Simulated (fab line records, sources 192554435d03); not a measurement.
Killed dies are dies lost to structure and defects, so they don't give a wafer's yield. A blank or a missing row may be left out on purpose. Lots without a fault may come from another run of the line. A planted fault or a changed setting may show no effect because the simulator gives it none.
Chamber matching | flow n5_finfet | N5_MOL_CONTACT_COAG_ETCH_65 on rie_diel-03: 4 sister chambers
The step etches underlayer in N2/H2, target depth 13 nm, time 10.4 s. 4 wafers are shown with their chamber, then 11 later ones without.

WAFERS WITH THEIR CHAMBER
wafer  | chamber | drypump_motor_current_A (A)
L089.1 | 3       | 6.5
L089.2 | 2       | 5.6
L089.4 | 1       | 5.5
L091.1 | 0       | 5.7

WAFERS WITHOUT THEIR CHAMBER
wafer  | drypump_motor_current_A (A)
L091.2 | 6.4
L091.4 | 5.6
L094.3 | 5.4
L094.4 | 5.7
L094.5 | 5.5
L097.1 | 5.7
L097.2 | 5.7
L097.3 | 5.4
L097.4 | 6.5
L097.5 | 5.4
L097.6 | 5.7

WHICH CHAMBER EACH WENT THROUGH
wafer  | from the rows above          | in truth
L091.2 | 3                            | 3
L091.4 | can't be placed: 2 or 1 or 0 | 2
L094.3 | can't be placed: 1 or 2      | 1
L094.4 | can't be placed: 0 or 2      | 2
L094.5 | can't be placed: 1 or 2      | 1
L097.1 | can't be placed: 0 or 2      | 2
L097.2 | can't be placed: 0 or 2      | 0
L097.3 | can't be placed: 1 or 2      | 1
L097.4 | 3                            | 3
L097.5 | can't be placed: 1 or 2      | 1
L097.6 | can't be placed: 0 or 2      | 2
Placed correctly: 2 of 11. Can't be placed from these rows: 9 (the true chamber is among the candidates in 9). Placed wrongly: 0.
How it was worked out, from the rows above alone: a wafer's distance from a chamber is the root of the sum, over the readings, of the square of ((its reading less the chamber's mean) divided by the reading's scatter). The wafer belongs to the nearest chamber; if the next one is less than 2 further off, it can't be placed. A chamber's mean is the mean of its shown wafers. The scatter: with one shown wafer a chamber, the root of the mean of the squares of how far each hidden wafer lies from its nearest shown one.
